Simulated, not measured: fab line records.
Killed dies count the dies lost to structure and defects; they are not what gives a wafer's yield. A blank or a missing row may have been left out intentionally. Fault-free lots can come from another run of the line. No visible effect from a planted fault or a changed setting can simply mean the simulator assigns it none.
Chamber matching | flow nand_harc | 4 sister chambers for NHARC_P_CONTACT_CMP_01 on cmp-01
The step polishes SiO2, target thk 200 nm. 4 wafers are shown with their chamber, then 9 later ones without.

== WAFERS WITH THEIR CHAMBER ==
wafer  | chamber | motor_current_A (A)
L082.4 | 3       | 15.6
L088.1 | 1       | 10.8
L088.4 | 2       | 11.9
L088.6 | 0       | 12.1

== WAFERS WITHOUT THEIR CHAMBER ==
wafer  | motor_current_A (A)
L090.1 | 12.1
L090.3 | 14.8
L090.6 | 11.8
L092.2 | 12.2
L092.3 | 14.7
L092.4 | 10.5
L096.2 | 12.1
L096.4 | 14.8
L096.6 | 11.9

== EACH ONE'S CHAMBER ==
wafer  | from the rows above          | in truth
L090.1 | can't be placed: 0 or 2      | 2
L090.3 | 3                            | 3
L090.6 | can't be placed: 2 or 0 or 1 | 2
L092.2 | can't be placed: 0 or 2      | 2
L092.3 | 3                            | 3
L092.4 | 1                            | 1
L096.2 | can't be placed: 0 or 2      | 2
L096.4 | 3                            | 3
L096.6 | can't be placed: 2 or 0      | 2
4 of 9 placed correctly. From these rows, 5 cannot be placed; in 5 the true chamber is one of the candidates. Number placed wrongly: 0.
How it was worked out, from the rows above alone: a wafer's distance from a chamber is the root of the sum, over the readings, of the square of ((its reading less the chamber's mean) divided by the reading's scatter). The wafer belongs to the nearest chamber; if the next one is less than 2 further off, it can't be placed. Each chamber's mean is taken over the wafers shown for it. The scatter (one wafer shown for each chamber): square how far every hidden wafer sits from the nearest shown wafer, average those squares and take the square root.
